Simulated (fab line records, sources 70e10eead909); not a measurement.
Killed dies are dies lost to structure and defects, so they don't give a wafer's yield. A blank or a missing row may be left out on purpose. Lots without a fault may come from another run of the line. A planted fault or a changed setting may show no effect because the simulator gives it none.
Which tool did it? | flow nand_harc | 12 lots, 36 wafers sampled, at 2 steps of a route of 1302

WHAT THE GAUGES READ, wafer by wafer
NHARC_A_CONTACT_CD_MEAS_42: target cd 300 nm.
lot  | measured     | on        | cd_nm (nm)
L074 | day 22 02:08 | cd_sem-01 | 299.5 300.0 300.3
L077 | day 23 00:11 | cd_sem-01 | 300.5 300.5 300.1
L079 | day 23 05:20 | cd_sem-01 | 300.1 300.8 300.5
L080 | day 23 20:23 | cd_sem-02 | 299.1 299.1 299.6
L083 | day 25 11:53 | cd_sem-03 | 300.2 300.4 300.3
L086 | day 26 10:10 | cd_sem-01 | 299.1 299.9 299.4
L087 | day 27 06:56 | cd_sem-02 | 300.4 300.0 298.8
L088 | day 27 23:35 | cd_sem-03 | 299.7 299.7 299.9
L091 | day 29 11:56 | cd_sem-01 | 300.5 299.6 299.3
L093 | day 29 18:17 | cd_sem-01 | 300.3 299.9 300.2
L095 | day 30 05:23 | cd_sem-02 | 300.4 299.8 301.3
L097 | day 30 19:52 | cd_sem-03 | 299.3 299.6 299.7

WHICH TOOL RAN EACH LOT (tool, then ch and the chambers of the sampled wafers, then the start)
lot  | NHARC_A_CONTACT_DEP_29
L074 | pecvd-01 ch 0,1,2, day 22 01:25
L077 | pecvd-01 ch 1,2, day 22 23:39
L079 | pecvd-01 ch 0,1,2, day 23 04:44
L080 | pecvd-04 ch 1,2, day 23 19:40
L083 | pecvd-04 ch 0,2, day 25 11:17
L086 | pecvd-04 ch 0,1, day 26 09:28
L087 | pecvd-01 ch 0,1, day 27 06:13
L088 | pecvd-01 ch 1,2, day 27 22:46
L091 | pecvd-02 ch 0,1,2, day 29 11:20
L093 | pecvd-04 ch 1,2, day 29 17:33
L095 | pecvd-01 ch 0,1,2, day 30 04:47
L097 | pecvd-04 ch 0,1,2, day 30 19:10
- NHARC_A_CONTACT_DEP_29: deposits SiON, target thk 100 nm.

THE ANSWER, worked out from the rows above alone
Rule: what is usual is taken from the lots themselves. Put in order of their means at a reading, lots are off if they are a third of the lots or fewer, leave a main group of 4 or more, and stand apart from it by a gap of 3 or more times the standard deviation of the main group's means; of several such gaps the widest counts. A main group whose means are all the same, to the digits that the tables above print for the reading, isn't used. A lot without any number at a reading at which 4 lots or more have one is off too. The other lots that the step has rows for count as sound.
No lot is off at any reading shown: from this, nothing can be told.

WHAT THE SIMULATOR HAD PUT IN
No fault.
